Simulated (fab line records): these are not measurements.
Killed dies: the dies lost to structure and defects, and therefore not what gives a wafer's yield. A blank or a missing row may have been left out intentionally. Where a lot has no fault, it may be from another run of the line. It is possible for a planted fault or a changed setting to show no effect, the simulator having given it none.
Matching of chambers	flow n5_finfet	N5_BEOL_M8_PECVD_70 on pecvd-04 has 3 sister chambers
The step deposits SiO2 from TEOS/O2, target thk 20 nm, time 22.7 s. 6 wafers are shown with their chamber, then 11 later ones without.

WAFERS, EACH WITH ITS CHAMBER
wafer	chamber	throttle_valve_pct (%)	showerhead_plenum_p_Torr (Torr)
L079.3	0	23.5	8.68
L079.5	0	23.6	8.73
L086.2	1	23.4	8.74
L086.3	1	23.4	8.77
L086.5	2	21.6	8.79
L090.2	2	21.9	8.80

WAFERS WHOSE CHAMBER IS MISSING
wafer	throttle_valve_pct (%)	showerhead_plenum_p_Torr (Torr)
L090.5	23.3	8.70
L090.6	23.4	8.74
L091.1	23.2	8.72
L091.2	21.7	8.79
L091.6	23.5	8.72
L096.2	23.5	8.72
L096.4	23.6	8.75
L096.5	21.7	8.79
L097.1	23.1	8.72
L097.3	21.7	8.80
L097.5	23.2	8.77

WHICH CHAMBER EACH ONE RAN IN
wafer	from the rows above	in truth
L090.5	can't be placed: 0 or 1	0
L090.6	can't be placed: 1 or 0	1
L091.1	can't be placed: 1 or 0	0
L091.2	2	2
L091.6	can't be placed: 0 or 1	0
L096.2	can't be placed: 0 or 1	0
L096.4	can't be placed: 1 or 0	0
L096.5	2	2
L097.1	can't be placed: 1 or 0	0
L097.3	2	2
L097.5	1	1
Correctly placed: 4 of 11. Not placeable from these rows: 7 (in 7, the candidates include the true chamber). 0 placed wrongly.
How it was worked out, from the rows above alone: a wafer's distance from a chamber is the root of the sum, over the readings, of the square of ((its reading less the chamber's mean) divided by the reading's scatter). The wafer belongs to the nearest chamber; if the next one is less than 2 further off, it can't be placed. The mean given for a chamber averages the wafers shown for that chamber. The scatter: take each reading less its chamber's mean, square it, sum over the shown wafers, divide by the number of wafers less the number of chambers, and take the root.
